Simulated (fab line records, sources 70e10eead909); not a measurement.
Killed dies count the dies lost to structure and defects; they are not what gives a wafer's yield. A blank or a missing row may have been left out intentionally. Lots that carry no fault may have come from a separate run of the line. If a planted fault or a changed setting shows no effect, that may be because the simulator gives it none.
fab line records    flow nandHarc
[record] lots = 12  wafers = 36  lastDay = 25
route steps=1159 shown A_STAIRCASE@548 A_BONDPAD@1080 THIN_TSV@1102 END@1159
lots with no fault: from the same line, run without faults
startH: hours from the record's opening day to when the first of the lot's shown wafers began    waitH: how many hours have passed since the lot's step before this one    " as in the row above    L1.1+2: a single row standing in for several wafers    - either no value or no given start    * or withheld: withheld    < > ~ a bound
route shown NAME@n: NAME is a module with steps in the file, n the number in the route of the first one    usual: average and standard deviation across the fault-free wafers    same: alike in all rows    chamber/n: place in a boat    sites: each site's reading    _std_site: how widely they spread, as a standard deviation    _edge_site: mean of outer sites minus mean of inner sites    radiusMm: how far each site lies from the wafer's centre    mask NAME#n: copy n    behind: the most recent tool/chamber to have shaped the wafer    hold: reason for holding the lot/hours on hold/outcome of the hold    device: the transistor (n, p or np) that didn't switch    end of line: tests run on the same wafers once the route is complete    step lacking rows: just its recipe    killed: not the wafer's yield, but the dies lost to structure and defects at the first sort    map: dies across one wafer; x = killed, . = not, _ = none there
set.NAME: setting as actually run; set.NAME@STEP: the setting as run at that earlier step    model.NAME: the simulator's own value behind a step, which no gauge read
route steps across a sampled set of lots; one table per step, one row per wafer
services: a tool's chamber out of use, with start hour (startH, from the record's first day; less than 0 if before it), hours out, and reason
[[steps]]
[step NHARC_A_STAIRCASE_TRIM_12]
[recipe] timeS = 211.2  o2FlowSccm = 500  arFlowSccm = 0  biasW = 0  chemistry = O2
[usual] drypumpMotorCurrentA = 5.8/0.56  oesProductAu = 0.997/0.012  rfVppV = 57.6/0.85  showerheadPlenumPTorr = 3.48/0.14  throttleValvePct = 17.035/0.0092
[same] biasW = 0
lot.wafer  tool        chamber  startH  waitH  drypumpMotorCurrentA  oesProductAu  rfHoursCounterH  rfVppV  showerheadPlenumPTorr  throttleValvePct
L556.2     rieDiel-03  3        231.92  0.1    6.2                   0.998         2                57.9    3.67                   17.057
L556.1     "           2        "       "      5.9                   0.995         3                57.5    3.31                   17.040
L556.6     "           0        "       "      6.1                   1.000         -                56.6    3.42                   17.029
L557.2     rieDiel-04  2        244.44  0.1    5.6                   0.999         45               58.2    3.59                   17.046
L557.4     "           0        "       "      6.7                   1.005         45               57.1    3.59                   17.030
L557.5     "           2        "       "      5.6                   1.004         -                58.5    3.59                   17.036
L558.3     rieDiel-13  3        248.65  0.1    6.1                   0.998         44               57.6    3.30                   17.027
L558.1     "           1        "       "      5.8                   0.993         54               56.8    3.38                   17.051
L558.6     "           3        "       "      6.1                   0.994         -                57.1    3.30                   17.031
L566.1     rieDiel-13  1        290.00  1.5    5.8                   1.006         2                58.0    3.37                   17.037
L566.2     "           3        "       "      6.1                   1.031         3                57.4    3.30                   17.029
L566.6     "           2        "       "      5.2                   0.986         -                58.4    3.77                   17.029
L565.2     rieDiel-13  2        292.56  0.1    5.2                   0.976         4                59.9    3.77                   17.050
L565.4     "           3        "       "      6.1                   1.024         4                54.6    3.29                   17.030
L565.3     "           0        "       "      6.0                   0.986         3                56.7    3.51                   17.037
L570.4     rieDiel-04  3        331.37  0.1    5.6                   0.995         8                56.2    3.32                   17.034
L570.3     "           0        "       "      6.7                   1.009         7                56.2    3.58                   17.025
L570.1     "           1        "       "      4.7                   0.997         10               58.5    3.52                   17.034
L574.4     rieDiel-03  0        338.71  0.1    6.1                   0.994         41               58.3    3.40                   17.036
L574.2     "           3        "       "      6.2                   0.993         37               56.3    3.65                   17.033
L574.5     "           0        "       "      6.1                   0.991         -                59.2    3.40                   17.024
L575.2     rieDiel-13  3        362.03  0.3    6.1                   1.032         25               58.3    3.28                   17.044
L575.3     "           0        "       "      5.9                   0.953         24               56.7    3.50                   17.039
L575.5     "           3        "       "      6.1                   1.035         -                57.1    3.28                   17.033
L576.1     rieDiel-04  0        362.07  0.1    6.7                   0.992         20               57.6    3.57                   17.032
L576.3     "           1        "       "      4.6                   0.994         22               57.5    3.52                   17.036
L576.5     "           1        "       "      4.7                   0.992         -                58.5    3.52                   17.037
L577.1     rieDiel-04  2        369.56  0.1    5.6                   0.986         26               57.3    3.57                   17.040
L577.4     "           3        "       "      5.6                   1.005         24               56.7    3.32                   17.027
L577.6     "           2        "       "      5.6                   0.988         -                57.2    3.57                   17.049
L578.1     rieDiel-04  1        369.87  0.1    4.7                   1.007         27               58.6    3.51                   17.023
L578.5     "           1        "       "      4.6                   0.987         -                56.9    3.51                   17.023
L578.6     "           2        "       "      5.6                   0.999         -                58.5    3.57                   17.034
L579.2     rieDiel-04  1        382.04  0.1    4.7                   0.997         32               58.5    3.51                   17.031
L579.4     "           3        "       "      5.6                   1.003         29               57.9    3.31                   17.013
L579.5     "           1        "       "      4.7                   1.001         -                57.0    3.51                   17.039
[step NHARC_A_BONDPAD_ETCH_24]
[recipe] targetDepthA = 300  overEtchFrac = 0.3  timeS = 72.99  ionEnergyEv = 150  cf4FlowSccm = 50  n2FlowSccm = 100  arFlowSccm = 150  rfW = 300  biasW = 100  chemistry = CF4/N2
[usual] biasW = 100.0/0.32  drypumpMotorCurrentA = 6.0/0.36  oesProductAu = 1.003/0.011  rfFwdPowerW = 297.5/1.1  rfVppV = 314.0/2.4  showerheadPlenumPTorr = 2.62/0.13  throttleValvePct = 19.794/0.0091
lot.wafer  tool        chamber  startH  waitH  biasW  drypumpMotorCurrentA  oesProductAu  rfFwdPowerW  rfHoursCounterH  rfVppV  showerheadPlenumPTorr  throttleValvePct
L556.2     rieDiel-05  1        -       -      99.5   6.1                   0.998         298.7        2                316.0   2.68                   19.798
L556.1     "           2        "       "      99.8   6.2                   1.020         297.3        2                312.0   2.48                   19.787
L556.6     "           0        "       "      100.3  5.5                   0.991         297.9        -                311.5   2.48                   19.789
L557.4     rieDiel-05  1        -       -      99.2   6.1                   1.010         298.1        2                315.1   2.68                   19.799
L557.2     "           3        "       "      99.9   6.6                   1.000         296.3        1                316.2   2.77                   19.790
L557.5     "           1        "       "      99.7   6.1                   1.003         299.1        -                315.7   2.68                   19.800
L558.1     rieDiel-03  3        -       -      99.7   6.2                   1.001         298.2        9                315.5   2.71                   19.809
L558.3     "           0        "       "      100.0  6.1                   1.004         297.4        9                313.4   2.52                   19.804
L558.6     "           1        "       "      100.2  6.4                   0.985         298.7        -                313.7   2.53                   19.791
L566.2     rieDiel-05  2        -       -      99.9   6.2                   1.023         297.0        4                311.7   2.48                   19.800
L566.1     "           3        "       "      99.7   6.6                   0.999         296.7        3                316.7   2.77                   19.806
L566.6     "           2        "       "      99.7   6.2                   1.026         297.6        -                310.2   2.48                   19.796
L565.2     rieDiel-06  3        -       -      99.9   6.1                   0.991         298.3        12               317.1   2.83                   19.784
L565.4     "           0        "       "      100.3  5.4                   0.992         299.5        12               313.1   2.50                   19.797
L565.3     "           1        "       "      99.8   5.8                   0.992         297.2        11               314.6   2.61                   19.788
L570.1     rieDiel-05  2        516.30  0.1    100.1  6.2                   1.007         297.4        6                311.5   2.48                   19.792
L570.3     "           0        "       "      100.3  5.6                   0.995         298.0        5                310.4   2.47                   19.790
L570.4     "           2        "       "      100.0  6.2                   1.020         297.9        -                310.2   2.48                   19.808
L574.2     rieDiel-06  2        -       -      100.0  5.6                   0.998         297.6        15               315.2   2.74                   19.801
L574.4     "           1        "       "      99.4   5.8                   1.014         297.2        19               313.9   2.61                   19.782
L574.5     "           3        "       "      99.9   6.1                   0.983         298.9        -                317.7   2.83                   19.775
L576.1     rieDiel-05  0        536.83  0.1    99.9   5.6                   1.020         298.1        1                312.6   2.47                   19.779
L576.3     "           2        "       "      100.5  6.2                   1.008         298.3        1                310.5   2.48                   19.801
L576.5     "           2        "       "      100.0  6.2                   1.002         297.4        -                310.5   2.48                   19.800
L578.1     rieDiel-05  3        537.74  0.1    100.4  6.6                   1.005         296.7        1                315.8   2.77                   19.792
L578.6     "           3        "       "      99.8   6.6                   1.003         295.8        -                316.2   2.77                   19.778
L578.5     "           2        "       "      100.1  6.2                   1.016         297.3        -                310.3   2.48                   19.799
L575.3     rieDiel-05  3        -       -      99.7   6.6                   1.005         295.2        1                316.5   2.77                   19.786
L575.2     "           1        "       "      99.9   6.1                   1.005         297.7        0                316.5   2.68                   19.804
L575.5     "           0        "       "      100.2  5.6                   1.013         296.2        -                311.8   2.47                   19.803
L577.1     rieDiel-06  0        -       -      99.7   5.4                   0.990         297.2        25               311.2   2.50                   19.784
L577.4     "           1        "       "      100.6  5.8                   1.017         295.7        23               313.8   2.61                   19.797
L577.6     "           3        "       "      100.3  6.1                   0.990         298.4        -                317.9   2.83                   19.803
L579.2     rieDiel-06  1        -       -      100.0  5.8                   1.016         297.7        23               312.7   2.61                   19.791
L579.4     "           2        "       "      99.8   5.6                   1.002         296.8        20               317.9   2.74                   19.794
L579.5     "           0        "       "      99.4   5.4                   1.008         298.5        -                312.6   2.50                   19.797
[step NHARC_THIN_TSV_CMP_01]
[recipe] targetThkUm = 3
[usual] motorCurrentA = 12.0/0.84
lot.wafer  tool    chamber  startH  waitH  motorCurrentA
L557.2     cmp-02  1        437.38  1.1    11.0
L557.4     "       2        "       "      12.1
L557.5     "       0        "       "      12.7
L558.1     cmp-04  1        438.92  1.4    11.1
L558.3     "       3        "       "      13.4
L558.6     "       1        "       "      12.3
L556.2     cmp-02  2        440.62  1.2    12.7
L556.1     "       3        "       "      12.9
L556.6     "       1        "       "      11.0
L566.1     cmp-04  3        481.48  1.0    13.0
L566.2     "       2        "       "      11.5
L566.6     "       3        "       "      12.9
L565.4     cmp-03  1        501.83  0.4    11.2
L565.3     "       2        "       "      11.4
L565.2     "       3        "       "      11.7
L570.3     cmp-03  0        533.39  0.6    11.0
L570.4     "       2        "       "      12.4
L570.1     "       3        "       "      12.0
L574.4     cmp-02  0        542.19  0.4    12.8
L574.2     "       1        "       "      10.0
L574.5     "       3        "       "      13.2
L576.1     cmp-04  0        550.54  1.0    12.4
L576.3     "       3        "       "      12.8
L576.5     "       0        "       "      12.3
L578.1     cmp-04  3        551.74  1.0    13.0
L578.5     "       3        "       "      13.0
L578.6     "       0        "       "      12.2
L575.2     cmp-03  1        554.42  0.9    10.9
L575.3     "       3        "       "      12.5
L575.5     "       1        "       "      11.3
L579.2     cmp-03  2        565.50  0.9    12.2
L579.4     "       0        "       "      10.4
L579.5     "       1        "       "      11.4
L577.4     cmp-02  0        566.70  0.4    13.1
L577.1     "       2        "       "      11.9
L577.6     "       0        "       "      13.0
[step NHARC_THIN_TSV_DEGAS_49]
[recipe] tempC = 300  timeS = 120
[usual] heaterPowerW = 480/51  susceptorTempC = 300.01/0.19
lot.wafer  tool           chamber  startH  waitH  heaterPowerW  susceptorTempC
L557.2     pvdSputter-01  -        441.31  0.1    439           -
L557.4     "              -        "       "      514           -
L557.5     "              -        "       "      448           -
L558.1     pvdSputter-03  -        443.03  0.1    540           300.02
L558.3     "              -        "       "      460           299.94
L558.6     "              -        "       "      453           300.37
L556.1     pvdSputter-02  -        444.82  0.2    522           300.14
L556.2     "              -        "       "      534           299.78
L556.6     "              -        "       "      513           300.21
L566.2     pvdSputter-01  -        485.65  0.1    443           300.14
L566.1     "              -        "       "      463           299.95
L566.6     "              -        "       "      440           300.25
L565.3     pvdSputter-02  -        506.22  0.1    424           300.04
L565.2     "              -        "       "      523           300.02
L565.4     "              -        "       "      504           299.91
L570.3     pvdSputter-01  -        537.51  0.1    455           300.06
L570.4     "              -        "       "      463           299.84
L570.1     "              -        "       "      500           300.08
L574.4     pvdSputter-02  -        546.57  0.1    416           299.54
L574.2     "              -        "       "      527           300.01
L574.5     "              -        "       "      535           299.80
L576.3     pvdSputter-03  -        554.82  0.1    421           300.10
L576.1     "              -        "       "      409           300.07
L576.5     "              -        "       "      513           300.13
L578.1     pvdSputter-03  -        555.90  0.2    426           -
L578.6     "              -        "       "      449           -
L578.5     "              -        "       "      408           -
L575.3     pvdSputter-02  -        558.53  0.1    519           -
L575.2     "              -        "       "      500           -
L575.5     "              -        "       "      545           -
L579.4     pvdSputter-02  -        569.56  0.1    420           300.02
L579.2     "              -        "       "      535           299.72
L579.5     "              -        "       "      421           299.78
L577.1     pvdSputter-01  -        570.91  0.1    529           299.99
L577.4     "              -        "       "      463           300.23
L577.6     "              -        "       "      434           300.00
[step NHARC_END_SORT_01]
[recipe] tempC = 25
[usual] killedAtArray = 24/8.7  killedAtOther = 0.8/1.2  killedAtPeriphery = 3.6/2.3  killedDies = 28/8.9  killedOpen = 3.2/1.9  killedShort = 2.0/1.6
[same] grossDies = 677
lot.wafer  tool       chamber  startH  waitH  killedAtArray  killedAtOther  killedAtPeriphery  killedDies  killedOpen  killedShort
L566.1     prober-01  0        496.70  2.5    32             0              4                  36          3           0
L566.2     prober-01  0        497.50  2.8    28             0              5                  33          4           2
L566.6     prober-01  0        500.69  4.0    64             0              3                  67          1           0
L565.2     prober-02  0        518.97  2.8    68             4              6                  78          5           3
L565.3     prober-02  0        519.78  3.1    18             2              3                  23          5           2
L565.4     prober-02  0        520.59  3.4    29             3              7                  39          2           2
// killed by level:class
L566.1 A_CHANNEL_HOLE_D1:chamberFilmFlake=18 A_SLIT:chamberFilmFlake=8 P_BONDPAD:chamberFilmFlake=4 A_STAIRCASE:chamberFilmFlake=2 A_CHANNEL_HOLE_D1:geometricParticle:open=1 A_CHANNEL_FILL_D1:geometricParticle:open=1 A_M0:geometricParticle:open=1 A_WL_FILL:chamberFilmFlake=1
L566.2 A_CHANNEL_HOLE_D1:chamberFilmFlake=12 A_SLIT:chamberFilmFlake=10 P_M2:chamberFilmFlake=2 P_GATE:geometricParticle:open=1 P_CONTACT:geometricParticle:open=1 A_WL_FILL:geometricParticle:short=1 A_CONTACT:geometricParticle:short=1 A_CONTACT:geometricParticle:open=1
L566.6 A_STAIRCASE:unspecified=36 A_SLIT:chamberFilmFlake=12 A_CHANNEL_HOLE_D1:chamberFilmFlake=6 A_STAIRCASE:chamberFilmFlake=6 A_WL_FILL:chamberFilmFlake=2 A_CONTACT:chamberFilmFlake=2 P_GATE:geometricParticle:open=1 P_M2:chamberFilmFlake=1
L565.2 A_STAIRCASE:unspecified=41 A_SLIT:chamberFilmFlake=15 A_CONTACT:chamberFilmFlake=4 THIN_TSV:chamberFilmFlake=4 A_CHANNEL_HOLE_D1:chamberFilmFlake=3 P_STI:geometricParticle:short=1 P_CONTACT:geometricParticle:open=1 P_M0:geometricParticle:short=1
L565.3 A_SLIT:chamberFilmFlake=8 A_CONTACT:chamberFilmFlake=3 A_BLC:geometricParticle:open=2 A_CHANNEL_HOLE_D1:chamberFilmFlake=2 P_M0:geometricParticle:short=1 P_M2:geometricParticle:open=1 A_CHANNEL_HOLE_D1:geometricParticle:short=1 A_CHANNEL_FILL_D1:geometricParticle:open=1
L565.4 A_SLIT:chamberFilmFlake=12 A_CHANNEL_HOLE_D1:chamberFilmFlake=8 A_CONTACT:chamberFilmFlake=4 P_GATE:chamberFilmFlake=3 THIN_TSV:chamberFilmFlake=3 P_STI:chamberFilmFlake=2 A_WL_FILL:chamberFilmFlake=2 P_M0:geometricParticle:open=1
[[services]]
tool           chamber  startH  hours  kind
rieDiel-13     2        209.08  8.8    repair
cmp-02         -        213.32  2.1    repair
pvdSputter-02  -        217.21  10.0   pm
rieDiel-04     0        281.10  27.7   repair
rieDiel-04     3        289.98  12.9   repair
rieDiel-04     -        290.56  9.0    pm
rieDiel-05     2        294.67  13.8   repair
rieDiel-05     -        340.60  9.0    pm
rieDiel-05     3        366.30  29.1   repair
pvdSputter-02  -        395.21  10.0   pm
rieDiel-04     -        398.54  0.6    repair
rieDiel-04     -        410.76  0.4    repair
rieDiel-04     -        419.95  9.6    repair
rieDiel-05     0        431.28  16.0   repair
rieDiel-04     0        440.68  14.4   repair
rieDiel-04     3        452.35  4.6    repair
pvdSputter-02  -        465.80  1.1    repair
rieDiel-05     0        466.79  4.3    repair
rieDiel-04     -        467.57  9.0    pm
rieDiel-05     -        477.83  0.7    repair
rieDiel-05     3        505.29  17.2   repair
rieDiel-05     -        517.60  9.0    pm
rieDiel-04     -        540.82  12.4   repair
rieDiel-04     -        569.29  0.4    repair
[[key]]
[firstSign] step = NHARC_END_SORT_01  reading = killedDies  direction = up  sigmas = 5  usual = 28  struck = 72
[effect] step = NHARC_END_SORT_01  reading = killedAtArray  direction = up  sigmas = 4.8  usual = 24  struck = 66
[moreKillsBornAt] NHARC_A_STAIRCASE_TRIM_12@rieDiel-13 = 77
metAt NHARC_A_STAIRCASE_TRIM_12
struckLots L565,L566
struckWafers L565.2,L566.6
testerLeftOut L565,L566
notActingAt NHARC_A_BONDPAD_ETCH_24,NHARC_THIN_TSV_CMP_01,NHARC_THIN_TSV_DEGAS_49
[fault] kind = chamberParticleSource  tool = rieDiel-13  chamber = 2  onsetH = 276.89  steps = NHARC_A_STAIRCASE_TRIM_12  ratePerVisitCm2 = 0.8064  endH = 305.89
// testerLeftOut: of these lots the tester's yield and bins aren't shown, on N5 and GAA mostly nor the transistor test; their killed dies are dies lost to structure and defects alone, not to doping, threshold or leakage, so they don't give the yield
